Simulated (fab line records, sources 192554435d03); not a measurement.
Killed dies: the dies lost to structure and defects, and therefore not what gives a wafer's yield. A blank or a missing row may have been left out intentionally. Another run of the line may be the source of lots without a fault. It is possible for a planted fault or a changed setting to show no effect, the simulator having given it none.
fab line records	flow n5-finfet
[record] lots = 5	wafers = 15	last-day = 17
route steps=1938 shown MOL_CONTACT_COAG@547 BEOL_M4@1111 PASSIVATION@1936
lots with no fault: from the same line, run without faults
start-h: hours from the record's first day to the start of the lot's first wafer shown	wait-h: hours elapsed since this lot's preceding step	" unchanged from the row above	L1.1+2: several wafers, shown together as one row	- no value, or no start given	* or withheld: withheld	< > ~ a bound
route shown NAME@n: NAME is a module with steps in the file, n the number in the route of the first one	usual: mean/standard deviation taken from wafers without a fault	same: alike in all rows	chamber/n: place in a boat	sites: each site's reading	_std_site: standard deviation of those values	_edge_site: inner sites' mean taken away from outer sites' mean	radius-mm: how far each site lies from the wafer's centre	mask NAME#n: copy n	behind: tool/chamber where the wafer was last shaped	hold: reason for holding the lot/hours on hold/outcome of the hold	device: the transistor (n, p or np) that didn't switch	end of line: tests of these same wafers at the route's end	a step with no rows: only its recipe	killed: dies that structure and defects cost at the first sort, which is not the same as the wafer's yield	map: dies across one wafer; x = killed, . = not, _ = none there
set.NAME: the setting that was run; set.NAME@STEP: the one run at that earlier step	model.NAME: the simulator's own value behind a step, which no gauge read
certain route steps with their lots: each step a table, each wafer a row
services: from which hour (start-h, from the record's first day; less than 0 if before it) a tool's chamber was out of use, for how many hours, and why
[[steps]]
[step N5_MOL_CONTACT_COAG_SPUTTER_143]
[recipe] material = Co	target-thk-a = 25	temp-c = 25	chamber-pressure-pa = 0.2
[step N5_MOL_CONTACT_COAG_CO_FILL_22]
[recipe] material = Co	target-thk-a = 200	temp-c = 200	precursor = CCTBA/H2	pressure-torr = 30
[step N5_MOL_CONTACT_COAG_ANNEAL_113]
[recipe] temp-c = 400	time-s = 300	ambient = H2/N2
[step N5_MOL_CONTACT_COAG_PRE_CLEAN_142]
[recipe] gas = H2/He	time-s = 60	temp-c = 300
[step N5_MOL_CONTACT_COAG_SPUTTER_130]
[recipe] material = Co	target-thk-a = 475	temp-c = 25	chamber-pressure-pa = 0.5	power-w = 3000
[step N5_MOL_CONTACT_COAG_PRECLEAN_125]
[recipe] chemistry = DIW	time-s = 57.5	temp-c = 23
[step N5_MOL_CONTACT_COAG_SRD_126]
[recipe] dry-time-s = 32	dry = n2-spin	spin-rpm = 1500
[step N5_MOL_CONTACT_COAG_CMP_23]
[recipe] stop-on = SiO2	t-overpolish-s = 1.5	post-cmp-clean = cu-alkaline	down-force-psi = 2	platen-rpm = 50.289	pad-velocity-m-s = 1.0006	target-thk-nm = 0
[step N5_MOL_CONTACT_COAG_WET_ETCH_26]
[recipe] target = Co	target-depth-nm = 13
[step N5_MOL_CONTACT_COAG_WET_ETCH_116]
[recipe] chemistry = SC1-inhibited	target-depth-nm = 4.6	dry = ipa-marangoni	rinse-time-s = 30	rinse-temp-c = 23
[step N5_MOL_CONTACT_COAG_ALD_27]
[recipe] material = SiOC	target-thk-a = 170	temp-c = 400	ald-precursor-family = carbosiloxane	ald-co-reactant = H2-plasma	pulse-time-s = 1.5	time-s = 2720	purge-time-s = 2	co-reactant-purge-time-s = 2	ald-cycles = 340	pressure-torr = 2
[usual] ald-cycles = 340/0	chamber-pressure-Torr = 2.000/0.0044	heater-power-w = 863/68	precursor-pulse-height-rel = 1.000/0.021
lot.wafer	tool	chamber	start-h	wait-h	ald-cycles	chamber-pressure-Torr	heater-power-w	precursor-pulse-height-rel
L766.2	ald-sin-02	1	126.55	0.0	340	1.997	868	1.012
L766.3	"	2	"	"	340	2.004	852	0.979
L766.6	"	2	"	"	340	1.998	849	1.001
L779.4	ald-sin-01	2	207.29	0.4	-	-	-	-
L779.5	"	3	"	"	-	-	-	-
L779.6	"	2	"	"	-	-	-	-
L780.1	ald-sin-02	1	210.83	0.0	-	-	-	-
L780.3	"	3	"	"	-	-	-	-
L780.6	"	0	"	"	-	-	-	-
L781.2	ald-sin-02	2	214.33	0.0	-	-	-	-
L781.3	"	1	"	"	-	-	-	-
L781.6	"	1	"	"	-	-	-	-
L784.1	ald-sin-03	1	236.42	0.0	340	1.994	821	1.024
L784.2	"	0	"	"	340	1.998	769	0.995
L784.6	"	1	"	"	340	2.001	771	0.970
[step N5_MOL_CONTACT_COAG_CMP_28]
[recipe] stop-on = SiNx	t-overpolish-s = 0.85	post-cmp-clean = alkaline-brush	down-force-psi = 4.15	platen-rpm = 51.8	pad-velocity-m-s = 1.0307	target-thk-nm = 14.522
[step N5_MOL_CONTACT_COAG_ALD_123]
[recipe] material = SiNx	target-thk-a = 50	temp-c = 400	ald-precursor-family = SiH2I2	ald-co-reactant = N2/H2-plasma	pulse-time-s = 1	purge-time-s = 2	co-reactant-purge-time-s = 2	ald-cycles = 100	pressure-torr = 2
[step N5_MOL_CONTACT_COAG_PECVD_31]
[recipe] material = SiO2	target-thk-a = 460	temp-c = 400	precursor = TEOS/O2	pressure-torr = 6.5	rf-w = withheld	teos-flow-sccm = withheld	gas = O2	flow-sccm = 2650	time-s = 8.9
[step N5_MOL_CONTACT_COAG_COAT_75]
[recipe] resist = SOC	temp-c = 250	time-s = 60	spin-rpm = 1500	resist-thk-nm = 60
[step N5_MOL_CONTACT_COAG_COAT_76]
[recipe] resist = SiARC	temp-c = 220	time-s = 60	spin-rpm = 1500	resist-thk-nm = 10
[step N5_MOL_CONTACT_COAG_COAT_77]
[recipe] resist = underlayer	temp-c = 205	time-s = 60	spin-rpm = 1500	resist-thk-nm = 10
[step N5_MOL_CONTACT_COAG_COAT_78]
[recipe] resist = CAR-EUV	spin-rpm = 1500	resist-thk-nm = 40
[step N5_MOL_CONTACT_COAG_EBR_80]
[recipe] solvent = PGMEA	ebr-width-mm = 1.5
[step N5_MOL_CONTACT_COAG_SOFTBAKE_79]
[recipe] temp-c = 110	time-s = 60	resist = CAR-EUV
[step N5_MOL_CONTACT_COAG_EXPOSE_81]
[recipe] mask-id = VG	na = 0.33	source-shape = annular	sigma-inner = 0.3	sigma-outer = 0.7	polarization = unpolarized	defocus-nm = 0	dose-mj = 59.5
[step N5_MOL_CONTACT_COAG_PEB_82]
[recipe] peb-temp-c = 100	peb-time-s = 60	resist = CAR-EUV
[step N5_MOL_CONTACT_COAG_DEVELOP_83]
[recipe] develop-time-s = 30	developer = TMAH	resist = CAR-EUV	rinse-liquid = surfactant-rinse	dry = air-spin	dev-temp-c = 23
[step N5_MOL_CONTACT_COAG_DESCUM_88]
[recipe] chemistry = O2	time-s = 7	source-power-w = 50	bias-power-w = 20	pressure-mtorr = 20	rf-frequency-hz = 2.712e+07	temp-c = 40	resist = CAR-EUV	o2-flow-sccm = 225
[step N5_MOL_CONTACT_COAG_ETCH_89]
[recipe] chemistry = N2/H2	target = underlayer	target-depth-a = 130	mask-material = CAR-EUV	time-s = 10.4	ion-energy-ev = 200	pressure-mtorr = 30	source-w = 840	bias-w = 150	n2-flow-sccm = 200	h2-flow-sccm = 200	ends = cleared
[step N5_MOL_CONTACT_COAG_ETCH_90]
[recipe] chemistry = CF4	target = SiARC	target-depth-a = 130	mask-material = CAR-EUV	time-s = 21.7	ion-energy-ev = 80	pressure-mtorr = 40	source-w = 545	bias-w = 36	Ar_flow_sccm = 100	cf4-flow-sccm = 100	ends = cleared
[step N5_MOL_CONTACT_COAG_ALD_131]
[recipe] material = SiO2	target-thk-a = 50	temp-c = 100	ald-precursor-family = BDEAS	ald-co-reactant = O2-plasma	pulse-time-s = 1	co-reactant-pulse-time-s = 1	purge-time-s = 2	co-reactant-purge-time-s = 2	ald-cycles = 35	pressure-torr = 2
[step N5_MOL_CONTACT_COAG_ETCHBACK_132]
[recipe] chemistry = CHF3	target = SiO2	target-depth-a = 100	time-s = 6.7	ion-energy-ev = 200	pressure-mtorr = 30	source-w = 610	bias-w = 170	Ar_flow_sccm = 200	CHF3_flow_sccm = 50
[step N5_MOL_CONTACT_COAG_ETCH_91]
[recipe] chemistry = N2/H2	target = SOC	target-depth-a = 600	overetch-a = 210	mask-material = SiARC	temp-c = 40	time-s = 101.2	ion-energy-ev = 200	pressure-mtorr = 30	source-w = 840	bias-w = 150	n2-flow-sccm = 200	h2-flow-sccm = 200
[step N5_MOL_CONTACT_COAG_STRIP_92]
[recipe] chemistry = N2/H2	temp-c = 40	n2-flow-sccm = 200	h2-flow-sccm = 200	rf-frequency-hz = 6e+07
[step N5_MOL_CONTACT_COAG_STRIP_93]
[recipe] chemistry = N2/H2	temp-c = 40	n2-flow-sccm = 200	h2-flow-sccm = 200	rf-frequency-hz = 6e+07
[step N5_MOL_CONTACT_COAG_ETCHBACK_135]
[recipe] chemistry = CHF3	target = SiO2	target-depth-a = 250	time-s = 16.7	ion-energy-ev = 200	pressure-mtorr = 30	source-w = 610	bias-w = 170	Ar_flow_sccm = 200	CHF3_flow_sccm = 50
[step N5_MOL_CONTACT_COAG_STRIP_118]
[recipe] chemistry = CHF3	resist = SiARC	rf-frequency-hz = 6e+07
[step N5_MOL_CONTACT_COAG_VIA_ETCH_46]
[recipe] chemistry = C4F6/O2	target-depth-a = 460	overetch-a = 92	mask-material = SOC	target = SiO2	bias-w = 455	pressure-mtorr = 10	time-s = 40	source-w = 325	Ar_flow_sccm = 300	C4F6_flow_sccm = 10	O2_flow_sccm = 10	ion-energy-ev = 575.3	ends = end-point
[step N5_MOL_CONTACT_COAG_STRIP_96]
[recipe] chemistry = N2/H2	power-w = 500	temp-c = 40	pressure-mtorr = 50	rf-frequency-hz = 6e+07	overash-fraction = 0.3	bias-power-w = 28	h2-frac = 0.5	n2-flow-sccm = 300	h2-flow-sccm = 300
[step N5_MOL_CONTACT_COAG_ETCH_47]
[recipe] chemistry = CH3F/O2	target = SiNx	target-depth-a = 270	mask-material = SiO2	stop-on = W	over-etch-frac = 0.2	ion-energy-ev = 120	endpoint = OES-CN	pressure-mtorr = 30	source-w = 395	bias-w = 73	Ar_flow_sccm = 150	CH3F_flow_sccm = 30	O2_flow_sccm = 20	ends = end-point
[step N5_MOL_CONTACT_COAG_ETCH_48]
[recipe] chemistry = C4F6/O2	target-depth-a = 150	overetch-a = 45	mask-material = SOC	target = SiOC	bias-w = 465	pressure-mtorr = 10	time-s = 17	source-w = 335	Ar_flow_sccm = 300	C4F6_flow_sccm = 10	O2_flow_sccm = 10	ion-energy-ev = 576
[usual] bias-w = 464.9/1.4	drypump-motor-current-A = 5.6/0.41	mfc-ar-sccm = 300.1/0.89	oes_ar_750_au = 0.77/0.078	oes-product-au = 0.66/0.071	rf-vpp-V = 1568/46	showerhead-plenum-p-Torr = 2.81/0.069	throttle-valve-pct = 40.6/0.56
lot.wafer	tool	chamber	start-h	wait-h	bias-w	drypump-motor-current-A	mfc-ar-sccm	oes_ar_750_au	oes-product-au	rf-hours-counter-h	rf-vpp-V	showerhead-plenum-p-Torr	throttle-valve-pct	model.etch.depth-nm
L766.2	rie-diel-02	3	131.64	0.0	465.0	5.2	301.0	0.90	0.75	33	1588	2.78	41.0	14.89
L766.3	"	2	"	"	463.4	4.8	299.5	0.76	0.64	163	1563	2.90	39.7	14.22
L766.6	"	3	"	"	463.0	5.2	301.9	0.91	0.75	-	1588	2.78	41.0	14.97
L779.4	rie-diel-06	2	212.20	0.0	463.8	5.5	299.7	0.73	0.28	188	1626	2.81	40.8	0
L779.5	"	3	"	"	465.4	5.5	300.0	0.84	0.31	-	1590	2.79	40.8	0
L779.6	"	2	"	"	466.7	5.5	299.9	0.73	0.28	-	1623	2.81	40.8	0
L780.1	rie-diel-04	0	215.94	0.0	463.1	6.1	300.5	0.71	0.26	227	1546	2.92	40.2	0
L780.3	"	2	"	"	466.2	6.0	300.2	0.69	0.26	220	1526	2.80	40.2	0
L780.6	"	2	"	"	465.2	6.0	299.4	0.70	0.26	-	1524	2.80	40.2	0
L781.2	rie-diel-06	1	219.94	0.0	466.0	6.2	298.8	0.85	0.32	55	1672	2.75	40.4	0
L781.3	"	0	"	"	463.5	5.7	299.5	0.95	0.35	10	1483	2.81	40.7	0
L781.6	"	1	"	"	467.0	6.2	299.8	0.86	0.33	-	1673	2.75	40.4	0
L784.1	rie-diel-04	0	242.08	0.0	464.0	6.1	300.3	0.71	0.63	234	1548	2.91	40.4	16.07
L784.2	"	2	"	"	465.0	6.0	300.4	0.69	0.60	230	1524	2.80	40.3	15.14
L784.6	"	0	"	"	462.1	6.1	301.3	0.71	0.59	-	1548	2.91	40.3	14.55
[step N5_BEOL_M4_RC_MEAS_101]
[usual] DIBL_N = 37.3/2.3	DIBL_P = 37.4/2.9	IOFF_N = 0.18/0.045	IOFF_P = 0.25/0.054	ION_N = 679/15	ION_P = 468/9.7	SS_N = 71.8/0.62	SS_P = 73.6/0.76	VT_N = 248/4.1	VT_P = -248/3.6
lot.wafer	tool	chamber	start-h	wait-h	DIBL_N[mV/V]	DIBL_P[mV/V]	IOFF_N[nA/um]	IOFF_P[nA/um]	ION_N[uA/um]	ION_P[uA/um]	SS_N[mV/dec]	SS_P[mV/dec]	VT_N[mV]	VT_P[mV]
L766.2	prober-02	0	195.51	0.2	36.6	36.5	0.16	0.19	685	467	71.4	73.1	250	-252
L766.3	"	0	"	"	36.4	37.9	0.15	0.21	662	459	71.6	74.0	253	-252
L766.6	"	0	"	"	38.1	38.0	0.18	0.22	683	455	71.7	73.8	251	-253
L784.1	prober-02	0	301.45	0.0	37.2	36.9	0.20	0.31	704	488	71.1	73.8	247	-243
L784.2	"	0	"	"	34.1	32.9	0.12	0.21	657	469	71.4	73.2	256	-249
L784.6	"	0	"	"	37.6	36.2	0.18	0.26	673	471	72.6	73.4	249	-246
[step N5_PASSIVATION_PROBE_49]
[usual] defect-limited-yield = 91.3/1.5	killed_at_M0_to_M3 = 35/8.7	killed_at_M4_up = 14/5.5	killed-at-contacts = 11/5.6	killed-at-front-end = 39/13	killed-at-other = 3.7/2.2	killed-dies = 103/18	killed-on-rim = 14/4.4	killed-open = 69/14	killed-short = 33/7.8	sort_bin_5_function = 5.1/0.99	sort_bin_6_memory = 3.3/0.67	sort-n-pass = 1077/18	sort-yield-pct = 91.2/1.5
[same] gross-dies = 1180	killed-at-back-side = 0	sort_bin_4_leakage[%] = 0	sort_bin_8_speed[%] = 0
lot.wafer	tool	chamber	start-h	wait-h	defect-limited-yield[%]	killed_at_M0_to_M3	killed_at_M4_up	killed-at-contacts	killed-at-front-end	killed-at-other	killed-dies	killed-on-rim	killed-open	killed-short	sort_bin_5_function[%]	sort_bin_6_memory[%]	sort-n-pass	sort-yield-pct[%]
L766.2	prober-02	-	305.99	0.1	91.2	41	21	4	35	3	104	14	68	36	4.7	3.6	1076	91.2
L766.3	prober-02	-	306.04	0.1	95.2	33	5	4	14	1	57	4	38	19	3.0	1.6	1123	95.2
L766.6	prober-02	-	306.19	0.3	92.7	38	10	8	22	8	86	6	60	26	3.9	3.2	1094	92.7
L779.4	prober-02	-	377.76	0.2	28.6	33	9	764	33	3	842	58	51	37	67.5	3.5	338	28.6
L779.5	prober-02	-	377.81	0.2	28.1	32	9	770	32	5	848	109	52	32	68.1	3.4	332	28.1
L779.6	prober-02	-	377.86	0.3	27.6	43	7	765	33	6	854	65	59	39	69.5	2.3	326	27.6
L780.1	prober-02	-	381.72	0.0	28.4	37	5	748	53	2	845	98	83	24	67.8	3.4	335	28.4
L780.3	prober-02	-	381.82	0.1	27.9	37	17	748	44	5	851	48	68	44	67.5	4.1	329	27.9
L780.6	prober-02	-	381.97	0.3	26.9	58	21	734	47	3	863	44	100	34	68.1	4.3	317	26.9
L781.2	prober-02	-	412.47	0.1	27.5	34	12	741	66	3	856	152	77	42	67.6	3.6	324	27.5
L781.3	prober-02	-	412.52	0.1	26.0	40	8	776	47	2	873	104	70	44	70.6	3.1	307	26.0
L781.6	prober-02	-	412.67	0.3	29.7	32	13	738	43	4	830	83	59	38	66.6	2.7	350	29.7
// killed by level:class
L766.2 STI_FIN_REVEAL:geometric-particle:open=12 BEOL_M4:geometric-particle:open=12 BEOL_M0_SAQP:geometric-particle:short=10 BEOL_M3:geometric-particle:open=10 BEOL_M0_SAQP:geometric-particle:open=7 BEOL_M2:geometric-particle:open=6 STARTING-WAFER:geometric-particle:short=4 STI_FIN_REVEAL:geometric-particle:short=3
L766.3 BEOL_M2:geometric-particle:open=9 BEOL_M0:geometric-particle:open=6 MOL_CONTACT_COAG:geometric-particle:open=4 BEOL_M2:geometric-particle:short=4 BEOL_M3:geometric-particle:open=4 STI_FIN_REVEAL:geometric-particle:open=3 ILD0:geometric-particle:short=3 BEOL_M0_SAQP:geometric-particle:short=3
L766.6 BEOL_M0_SAQP:geometric-particle:open=9 BEOL_M4:geometric-particle:open=7 BEOL_M3:geometric-particle:open=6 MOL_CONTACT_COAG:geometric-particle:open=5 BEOL_M0:geometric-particle:open=5 BEOL_M1:geometric-particle:open=5 FIN_SAQP:geometric-particle:open=4 BEOL_M2:geometric-particle:open=4
L779.4 MOL_CONTACT_COAG:area-ald=752 FIN_SAQP:geometric-particle:short=10 MOL_CONTACT_COAG:geometric-particle:open=10 BEOL_M0_SAQP:geometric-particle:short=9 BEOL_M2:geometric-particle:open=8 DUMMY_GATE:geometric-particle:open=6 BEOL_M1:geometric-particle:open=5 FIN_SAQP:geometric-particle:open=4
L779.5 MOL_CONTACT_COAG:area-ald=761 MOL_CONTACT_COAG:geometric-particle:open=8 BEOL_M0_SAQP:geometric-particle:short=8 STI_FIN_REVEAL:geometric-particle:open=7 FIN_SAQP:geometric-particle:open=6 BEOL_M2:geometric-particle:open=6 FIN_SAQP:geometric-particle:short=5 DUMMY_GATE:geometric-particle:open=5
L779.6 MOL_CONTACT_COAG:area-ald=755 BEOL_M2:geometric-particle:open=14 BEOL_M0_SAQP:geometric-particle:open=11 FIN_SAQP:geometric-particle:short=10 MOL_CONTACT_COAG:geometric-particle:open=8 BEOL_M0_SAQP:geometric-particle:short=6 BEOL_M2:geometric-particle:short=4 FIN_SAQP:geometric-particle:open=3
L780.1 MOL_CONTACT_COAG:area-ald=733 STI_FIN_REVEAL:geometric-particle:open=16 MOL_CONTACT_COAG:geometric-particle:open=14 BEOL_M3:geometric-particle:open=11 BEOL_M2:geometric-particle:open=10 FIN_SAQP:geometric-particle:open=9 ILD0:geometric-particle:open=5 HKMG_FIN:area-etch=5
L780.3 MOL_CONTACT_COAG:area-ald=738 BEOL_M3:geometric-particle:open=12 BEOL_M2:geometric-particle:open=10 ILD0:geometric-particle:short=7 MOL_CONTACT_COAG:geometric-particle:open=7 STI_FIN_REVEAL:geometric-particle:open=6 BEOL_M4:geometric-particle:short=6 DUMMY_GATE:geometric-particle:open=5
L780.6 MOL_CONTACT_COAG:area-ald=723 BEOL_M3:geometric-particle:open=13 BEOL_M1:geometric-particle:open=13 BEOL_M0_SAQP:geometric-particle:open=11 STI_FIN_REVEAL:geometric-particle:open=10 MOL_CONTACT_COAG:geometric-particle:open=10 BEOL_M0_SAQP:geometric-particle:short=9 BEOL_M2:geometric-particle:open=6
L781.2 MOL_CONTACT_COAG:area-ald=729 FIN_SAQP:geometric-particle:short=15 STI_FIN_REVEAL:geometric-particle:open=14 MOL_CONTACT_COAG:geometric-particle:open=11 FIN_SAQP:geometric-particle:open=10 BEOL_M1:geometric-particle:open=10 HKMG_FIN:area-etch=7 BEOL_M3:geometric-particle:open=6
L781.3 MOL_CONTACT_COAG:area-ald=759 MOL_CONTACT_COAG:geometric-particle:open=14 FIN_SAQP:geometric-particle:short=10 BEOL_M1:geometric-particle:open=9 STI_FIN_REVEAL:geometric-particle:open=8 BEOL_M0_SAQP:geometric-particle:short=8 BEOL_M3:geometric-particle:open=8 FIN_SAQP:geometric-particle:open=7
L781.6 MOL_CONTACT_COAG:area-ald=728 STI_FIN_REVEAL:geometric-particle:open=11 MOL_CONTACT_COAG:geometric-particle:open=8 BEOL_M2:geometric-particle:open=6 BEOL_M0_SAQP:geometric-particle:short=5 BEOL_M3:geometric-particle:open=5 HKMG_FIN:area-etch=5 FIN_SAQP:geometric-particle:open=4
// map L779.6 (x killed, . not)
_________________..x.xxx.x...________________
______________.x.x.x..x..x.x...._____________
___________..xxx..x..xxxxx.x.x.x...__________
__________..x.x.xxxxx.x.xxxx.....xx._________
________xxx.x.xxxxxxx.xx.xxxx..xxxxx.._______
_______.xx.xx..xxxxxxxxxxxx.x.xx.xx....______
______xxxxxxxxxxxxxx.xxxxxxxxxxx.x.xx..x_____
_____xxxxx.xxxxxx.xx.xx.xxxxxx.xxx.x....x____
____.xxxxxx.xxxxxxxxxxxxx.xxxxxx.xxx......___
___xxxxxxxxxxxxxxxxxxxxxxxxxx.xx....xxxx...__
___xxxxxxxxxx.xxxxxxxxxxxxxxxxxxxxxx...x...__
__x.xxxx.xx.xxxxxxxxxxxxxxxxxxxxx.xxxx......_
__xxxxxxxxxxxxxxxxxxxxxxxxxxxxxxxxx.xxx....._
_xxxxxxxxxxxxxxxxxxxxxxxxxxx.xxxxxxx..x......
_xxx.xxxx.xxxxxxxxxxxxxxxxxxxxxx.xxxx.xx.....
_.xxxxxxxxxxxxxxxxxxxxxxxxxxxxxxxxxx.xx......
_xx.xxxxxxxxxxxxxxxxxxxxxxxxxxxxxx.xxxx.x..x.
_x.xxxx.xxxxxxxxxxxxxxxxxxxxxxxxxxx..xxx.x...
_xxxxxxxxxxxxxxxxxxxxxxxxx.xxxxxxxx.x.x......
_x.xx..xx.xxx.xxxxxxxxxxxxxxxxxxxxxxx.......x
_x..xxxxxxxxxxxxxxxxxxxxxxxxxxxxxxxx.xx......
__x..xxxxxxxxxxxxxxxxxxxxxxxxxxxx.x........x_
__xxxxxxxxxxxxx.xxxxxxxxxxxxxxx..xxx..x.x..._
___.xxx.xxxxxxxxxxxxxxxxxxxxxxx.xxxxxx...x.__
___xxxx.xxxxxxxx.xxxx.xxxxxxxxxx.xxx......x__
____.x.xxxxxxxxxxxxxxxxxxxxxxxx..x.....x.x___
_____xxxx.xxxxxxxx.xx.xxx.xxx.xxx..xx...x____
______xx..xx.x.xxxx.xxx.x.xxxxx.xx.xx..._____
_______.x....xxx.xxxxxx.xxxx.xx.xx.....______
________.x..x.xx.xxxxx..xxx.x..xx....._______
__________xxx.xxxx..xx..xxxx.xx..x.x_________
___________xxx..xxxxxx.x.x...x.....__________
______________x....xx..xx..xx..._____________
_________________xx...x...x..________________
// map L780.6 (x killed, . not)
_________________....x.....x.________________
______________xxx..xxxxxxx.....x_____________
___________x.x.x..xx..xx.x....xx...__________
__________.x...xxx.xxx..xxx..xx....._________
________.....x.xxxxx.x...x.xxxxx.xx..._______
_______x..xx..xx.xxxx.xxx.xxxxxxxx.xx..______
______...x.xxxxxxxxxx.xxxxxxxxxxx......._____
_____x....xxxxxxxxxxxxxxxxxxxxxxxxx.x.x..____
____xx.x.xxxxxxxxxxxxxxxxxxxxxxxxxxx.xx...___
___..xxxxxxxxxxxxxxxxxxxxxxxxx.xxx.xx.xxx..__
___...xx.x.xxxxxxxxxxxxxxxxxxxxxxxxxxxx.xx.__
__x.....xxxxxxx.xxxxxxxxxxxxxxxxxxxxxx.x...._
__.x...x.xxxxxxxxxxxxxxxxxxxxxx.xx..x.x...x._
_.xxxxxx..xxxxxxxxxxxxxxxxxxxxxxxxxxxxxx.....
_.xxxxxxxxxxxxxxxxxxxxxxxxxxxxxxxxxx.xxx.....
_..x..xxxxxxxxxxxxxxxxxxxxxxxxxxxxxx.xxx.xx..
_x..xxxxxxxxxxxxxxxxxxxxxxxxxxxxxxxxxxxxxxx..
_x.x.x.xxxxxxxxxxxxxxxxxxxxxxxxxxxxxxx.x...x.
_...xxxx.xxxxxxxxxxxxxxxxxxxxxxxxxxxxxxxx...x
_...x.xx.xxxxxxxxxxxxxxxxxxxxxxxx.xxxxxxx...x
_.xx.xxxxxxxxxxxxxxxxxxxxxxxxxxxxxxx..x..xx..
__.xxx.x.x.xxxxxxxxxxxxxxxxxxxxxxxxx.x..x..x_
__x.x.xxxxx.xxxxxxxxxxxxxxxxxxxxxxxxxxx..x.._
___x.x.xxxxxxxxxxx.xxxxxx.xxxxx.xxxxxx...x.__
___....xxx.x.xxxxxxxxxxxxxx.x.xxxxxxx....x.__
____...x.xx.xxxxxxxxxxxxxxxxxxxxxx..x...xx___
_____..x..x.xxx.xxxxxxxxxxxxxxx.xxx.xx..x____
______xxx..x..xxxxxxxxxxxxxx.xxxxx.xx..._____
_______....xxxx.xx.xxxxxxxxxxxxxxx.x.xx______
________xxxx..xx...xxxxxxxxxxxx..xx..._______
__________.xx.xxxx.x.xxxxxxxxx.x...._________
___________x.x.xxx..xx.xxx.xxxx....__________
______________x..x.xxxx.......x._____________
_________________x.x.......x.________________
[[services]]
tool	chamber	start-h	hours	kind
ald-sin-03	3	119.68	10.7	repair
rie-diel-06	2	148.52	29.0	repair
rie-diel-02	3	166.84	4.9	repair
rie-diel-02	-	177.25	2.8	pm
rie-diel-06	0	177.60	-	clean
rie-diel-06	0	177.60	-	consumable-replace:focus-ring
rie-diel-06	0	177.60	13.5	scheduled-down
rie-diel-06	0	177.60	13.5	vent-cycle
rie-diel-04	2	179.58	5.0	repair
ald-sin-02	2	195.76	12.1	repair
rie-diel-02	0	197.42	3.8	repair
ald-sin-02	0	212.82	3.4	repair
ald-sin-03	1	227.87	2.8	repair
ald-sin-01	3	233.49	12.2	repair
ald-sin-01	2	234.21	7.9	repair
ald-sin-03	2	239.43	4.2	repair
rie-diel-02	0	240.73	-	clean
rie-diel-02	0	240.73	-	consumable-replace:focus-ring
rie-diel-02	0	240.73	20.3	scheduled-down
rie-diel-02	0	240.73	20.3	vent-cycle
[[key]]
[first-sign] step = N5_MOL_CONTACT_COAG_ALD_27	reading = tool-record	direction = missing
[effect] step = N5_MOL_CONTACT_COAG_ETCH_48	reading = oes-product-au	direction = down	sigmas = 5.1	usual = 0.66	struck = 0.30
[effect] step = N5_PASSIVATION_PROBE_49	reading = killed-at-contacts	direction = up	sigmas = 99+	usual = 11	struck = 754
[model-effect] step = N5_MOL_CONTACT_COAG_ETCH_48	value = etch.depth-nm	without = 14.08	struck = 0
[more-kills-born-at] N5_MOL_CONTACT_COAG_ALD_27@ald-sin-02 = 4410	N5_MOL_CONTACT_COAG_ALD_27@ald-sin-01 = 2268
met-at N5_MOL_CONTACT_COAG_ALD_27
struck-wafers L779.4,L779.5,L779.6,L780.1,L780.3,L780.6,L781.2,L781.3,L781.6
later-rows-left-out L779.4,L779.5,L779.6,L780.1,L780.3,L780.6,L781.2,L781.3,L781.6
onset-between 126.55 207.29
[fault] kind = skipped-step-whole	tool = ald-sin-01,ald-sin-02	chamber = -	onset-h = 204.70	steps = N5_MOL_CONTACT_COAG_ALD_27	scope = struck-lots-only
// later-rows-left-out: the simulator's readings of these wafers behind a module that went badly wrong aren't trusted and aren't shown, but for the sort
